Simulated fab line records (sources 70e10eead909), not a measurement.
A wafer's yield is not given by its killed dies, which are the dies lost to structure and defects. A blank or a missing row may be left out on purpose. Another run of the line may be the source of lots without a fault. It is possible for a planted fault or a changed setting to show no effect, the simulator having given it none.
Matching of chambers || flow nand-harc || 4 sister chambers for NHARC_A_STAIRCASE_TRIM_229 on rie-diel-04
The step chemistry O2, time 211.2 s. 14 wafers are shown with their chamber, then 7 later ones without.

WAFERS, EACH WITH ITS CHAMBER
{"wafer": "L076.2", "chamber": 0, "drypump-motor-current-A (A)": 5.5, "showerhead-plenum-p-Torr (Torr)": 3.47, "oes-product-au (a.u.)": 1.014}
{"wafer": "L076.4", "chamber": 1, "drypump-motor-current-A (A)": 5.6, "showerhead-plenum-p-Torr (Torr)": 3.44, "oes-product-au (a.u.)": 1.020}
{"wafer": "L076.5", "chamber": 2, "drypump-motor-current-A (A)": 5.2, "showerhead-plenum-p-Torr (Torr)": 3.59, "oes-product-au (a.u.)": 1.005}
{"wafer": "L077.1", "chamber": 0, "drypump-motor-current-A (A)": 5.5, "showerhead-plenum-p-Torr (Torr)": 3.47, "oes-product-au (a.u.)": 0.993}
{"wafer": "L077.2", "chamber": 3, "drypump-motor-current-A (A)": 6.6, "showerhead-plenum-p-Torr (Torr)": 3.80, "oes-product-au (a.u.)": 0.979}
{"wafer": "L077.3", "chamber": 2, "drypump-motor-current-A (A)": 5.3, "showerhead-plenum-p-Torr (Torr)": 3.59, "oes-product-au (a.u.)": 1.005}
{"wafer": "L085.3", "chamber": 2, "drypump-motor-current-A (A)": 5.2, "showerhead-plenum-p-Torr (Torr)": 3.57, "oes-product-au (a.u.)": 1.008}
{"wafer": "L085.5", "chamber": 2, "drypump-motor-current-A (A)": 5.3, "showerhead-plenum-p-Torr (Torr)": 3.57, "oes-product-au (a.u.)": 1.014}
{"wafer": "L085.6", "chamber": 1, "drypump-motor-current-A (A)": 5.6, "showerhead-plenum-p-Torr (Torr)": 3.43, "oes-product-au (a.u.)": 1.009}
{"wafer": "L091.1", "chamber": 2, "drypump-motor-current-A (A)": 5.3, "showerhead-plenum-p-Torr (Torr)": 3.56, "oes-product-au (a.u.)": 1.017}
{"wafer": "L091.4", "chamber": 0, "drypump-motor-current-A (A)": 5.5, "showerhead-plenum-p-Torr (Torr)": 3.44, "oes-product-au (a.u.)": 1.000}
{"wafer": "L091.5", "chamber": 2, "drypump-motor-current-A (A)": 5.2, "showerhead-plenum-p-Torr (Torr)": 3.56, "oes-product-au (a.u.)": 1.007}
{"wafer": "L092.1", "chamber": 1, "drypump-motor-current-A (A)": 5.6, "showerhead-plenum-p-Torr (Torr)": 3.42, "oes-product-au (a.u.)": 1.026}
{"wafer": "L092.3", "chamber": 2, "drypump-motor-current-A (A)": 5.3, "showerhead-plenum-p-Torr (Torr)": 3.56, "oes-product-au (a.u.)": 1.024}

SIGNATURES (averages over the wafers above)
{"reading": "drypump-motor-current-A", "chamber 0": 5.500, "chamber 1": 5.600, "chamber 2": 5.257, "chamber 3": 6.600, "scatter within a chamber": 0.0414}
{"reading": "showerhead-plenum-p-Torr", "chamber 0": 3.4600, "chamber 1": 3.4300, "chamber 2": 3.5714, "chamber 3": 3.8000, "scatter within a chamber": 0.0137}
{"reading": "oes-product-au", "chamber 0": 1.00233, "chamber 1": 1.01833, "chamber 2": 1.01143, "chamber 3": 0.97900, "scatter within a chamber": 0.00829}
Rule: a wafer lies at a distance from a chamber equal to the root of the sum of squares, over the readings, of (its reading less the chamber's mean, divided by the reading's scatter). The wafer belongs to the nearest chamber; if the next one is less than 2 further off, it can't be placed. The scatter: take each reading less its chamber's mean, square it, sum over the shown wafers, divide by the number of wafers less the number of chambers, and take the root.

WAFERS WITH NO CHAMBER GIVEN
{"wafer": "L092.5", "drypump-motor-current-A (A)": 5.4, "showerhead-plenum-p-Torr (Torr)": 3.44, "oes-product-au (a.u.)": 1.004}
{"wafer": "L095.3", "drypump-motor-current-A (A)": 5.6, "showerhead-plenum-p-Torr (Torr)": 3.41, "oes-product-au (a.u.)": 1.013}
{"wafer": "L095.5", "drypump-motor-current-A (A)": 5.3, "showerhead-plenum-p-Torr (Torr)": 3.56, "oes-product-au (a.u.)": 1.021}
{"wafer": "L095.6", "drypump-motor-current-A (A)": 6.6, "showerhead-plenum-p-Torr (Torr)": 3.77, "oes-product-au (a.u.)": 0.997}
{"wafer": "L096.2", "drypump-motor-current-A (A)": 5.6, "showerhead-plenum-p-Torr (Torr)": 3.41, "oes-product-au (a.u.)": 1.014}
{"wafer": "L096.3", "drypump-motor-current-A (A)": 6.6, "showerhead-plenum-p-Torr (Torr)": 3.77, "oes-product-au (a.u.)": 0.990}
{"wafer": "L096.5", "drypump-motor-current-A (A)": 5.5, "showerhead-plenum-p-Torr (Torr)": 3.43, "oes-product-au (a.u.)": 1.005}

EACH ONE'S CHAMBER
{"wafer": "L092.5", "from the rows above": 0, "in truth": 0}
{"wafer": "L095.3", "from the rows above": 1, "in truth": 1}
{"wafer": "L095.5", "from the rows above": 2, "in truth": 2}
{"wafer": "L095.6", "from the rows above": 3, "in truth": 3}
{"wafer": "L096.2", "from the rows above": 1, "in truth": 1}
{"wafer": "L096.3", "from the rows above": 3, "in truth": 3}
{"wafer": "L096.5", "from the rows above": "can't be placed: 0 or 1", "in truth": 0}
Correct placement for 6 of the 7. From these rows, 1 cannot be placed; in 1 the true chamber is one of the candidates. 0 placed wrongly.
